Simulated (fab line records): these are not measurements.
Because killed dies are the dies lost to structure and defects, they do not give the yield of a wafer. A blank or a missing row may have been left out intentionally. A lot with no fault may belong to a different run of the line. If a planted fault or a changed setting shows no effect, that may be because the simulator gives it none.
Problem report, 8D (eight disciplines) form, completed by code    flow nand-harc    the parts of the form that need people (team, actions taken, sign-off) are left out

== 1. WHAT WENT WRONG ==
Mean of run-length-s at NHARC_A_CHANNEL_FILL_D2_ETCHBACK_08: 192.0 s across 2 wafers in 2 lots; on wafers with no fault it is 131.2 s (standard deviation 0.4). So: +99 or more standard deviations from the usual mean.
The step: etches the open film in C4F8, target depth 220 nm, time 110 s.
The first sign was on wafer L997.3 at day 19 21:43, on rie-diel-05. The record has a number at this step for 33 wafers belonging to 11 lots. The rule behind "out" and "out of limits": a value lying over 4 standard deviations away from the usual mean. The other wafers with a number count as sound.

== 2. WHAT IT IS, WHAT IT ISN'T ==
question                     is                 is not
which readings at this step  run-length-s       chamber-pressure-mTorr, oes-product-au, rf-vpp-V
which lots                   L997, L999         L101, L106, L107, L108, L987, L988, L989, L991, L995
which wafers of those lots   L997.3, L999.5     L997.2, L997.6, L999.1, L999.6
read on which tools          rie-diel-05        rie-diel-03, rie-diel-07
when                         from day 19 21:43  up to then (17 sound wafers); but 14 sound wafers of L101, L106, L107, L108, L999 came after

== 3. THE SUSPECTS, EACH WITH WHAT RULES IT OUT ==
Counting: any tool at a process step up to the reading remains a suspect provided it ran every lot that is out. Sound lots after the first of them don't rule it out here, since some wafers of a struck lot are sound.
- rie-diel-09 at NHARC_A_CHANNEL_HOLE_D2_ETCH_16 (etches the open film in O2/COS, target depth 3100 nm, time 806 s): kept. It ran every lot that is out, first L997 (day 17 23:27); its last sound lot up to then is L991 (day 15 15:03). NHARC_A_CHANNEL_HOLE_D2_ETCH_16: start missing for some lots; hours and lot order therefore follow NHARC_A_CHANNEL_HOLE_D2_ETCH_22.
- har-etch-01 at NHARC_A_CHANNEL_HOLE_D2_ETCH_22 (etches the open film in C4F8/O2/Ar, time 666.7 s, target depth 1600 nm): kept. It ran every lot that is out, first L997 (day 17 23:27); its last sound lot up to then is L995 (day 17 05:38).
- rie-diel-03 at NHARC_A_CHANNEL_FILL_D2_STRIP_28 (strips in O2, time 20 s): kept. It ran every lot that is out, first L997 (day 19 04:48); its last sound lot up to then is L995 (day 18 14:19).
- rie-diel-05 at NHARC_A_CHANNEL_FILL_D2_ETCHBACK_08 (etches the open film in C4F8, target depth 220 nm, time 110 s): kept. It ran every lot that is out, first L997 (day 19 21:43); its last sound lot up to then is L995 (day 19 08:16). Its own run-length-s readings are out on those wafers.
Left after counting: rie-diel-09 at NHARC_A_CHANNEL_HOLE_D2_ETCH_16, har-etch-01 at NHARC_A_CHANNEL_HOLE_D2_ETCH_22, rie-diel-03 at NHARC_A_CHANNEL_FILL_D2_STRIP_28, rie-diel-05 at NHARC_A_CHANNEL_FILL_D2_ETCHBACK_08.

== 4. THE CAUSE (what the simulator had put in) ==
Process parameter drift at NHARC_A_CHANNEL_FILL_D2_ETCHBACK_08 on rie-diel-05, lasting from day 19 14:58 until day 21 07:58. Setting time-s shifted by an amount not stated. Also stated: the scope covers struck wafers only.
Counting left 4 suspects, and this tool is among them.

== 5. THE CHAIN OF EFFECTS, in route order ==
One row per reading whose mean, taken over the struck wafers that have a number, lies over 3 standard deviations from the usual. Scope: only readings with a usual standard deviation given in the record; hours: median across lots of the time from each lot's start at the first step in this table that gives one to its start at this step; sigmas: change in usual standard deviations.
hours  step                                 reading       usual    on struck wafers  change  sigmas
0      NHARC_A_CHANNEL_FILL_D2_ETCHBACK_08  run-length-s  131.2 s  192.0             +60.8   +99 or more
It contains these process steps:
- NHARC_A_CHANNEL_FILL_D2_ETCHBACK_08: etches the open film in C4F8, target depth 220 nm, time 110 s.

== 6. WHAT WOULD HAVE CAUGHT IT SOONER ==
The fault began at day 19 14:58; the first out-of-limits reading in this record came at day 19 21:43, 7 hours later.
